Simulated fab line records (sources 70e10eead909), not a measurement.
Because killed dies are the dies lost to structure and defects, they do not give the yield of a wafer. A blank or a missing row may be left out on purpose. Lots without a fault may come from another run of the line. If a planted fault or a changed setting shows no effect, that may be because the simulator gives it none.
Matching of chambers    flow nand-harc    NHARC_A_STAIRCASE_STRIP_476 on rie-diel-12 has 4 sister chambers
The step strips in O2, time 20 s. 8 wafers are shown with their chamber, then 8 later ones without.

== WAFERS WITH THEIR CHAMBER ==
wafer   chamber  drypump-motor-current-A (A)  showerhead-plenum-p-Torr (Torr)
L075.2  3        4.7                          3.44
L079.5  1        6.0                          3.65
L084.4  2        5.5                          3.52
L084.5  3        4.7                          3.42
L087.1  0        5.9                          3.51
L087.3  1        6.0                          3.64
L087.5  0        5.9                          3.51
L089.4  2        5.4                          3.51

== WAFERS MISSING THEIR CHAMBER ==
wafer   drypump-motor-current-A (A)  showerhead-plenum-p-Torr (Torr)
L089.5  6.0                          3.64
L089.6  5.8                          3.50
L092.1  4.8                          3.42
L092.3  5.9                          3.50
L092.5  6.0                          3.64
L096.1  5.5                          3.50
L096.4  4.7                          3.41
L096.6  4.7                          3.41

== WHICH CHAMBER EACH WENT THROUGH ==
wafer   from the rows above  in truth
L089.5  1                    1
L089.6  0                    0
L092.1  3                    3
L092.3  0                    0
L092.5  1                    1
L096.1  2                    2
L096.4  3                    3
L096.6  3                    3
8 of 8 placed correctly. Left unplaced by these rows: 0. 0 placed wrongly.
How it was worked out, from the rows above alone: a wafer's distance from a chamber is the root of the sum, over the readings, of the square of ((its reading less the chamber's mean) divided by the reading's scatter). The wafer belongs to the nearest chamber; if the next one is less than 2 further off, it can't be placed. The mean given for a chamber averages the wafers shown for that chamber. The scatter is the square root of a quotient: the sum, over the shown wafers, of each reading's squared deviation from its chamber's mean, divided by wafers minus chambers.
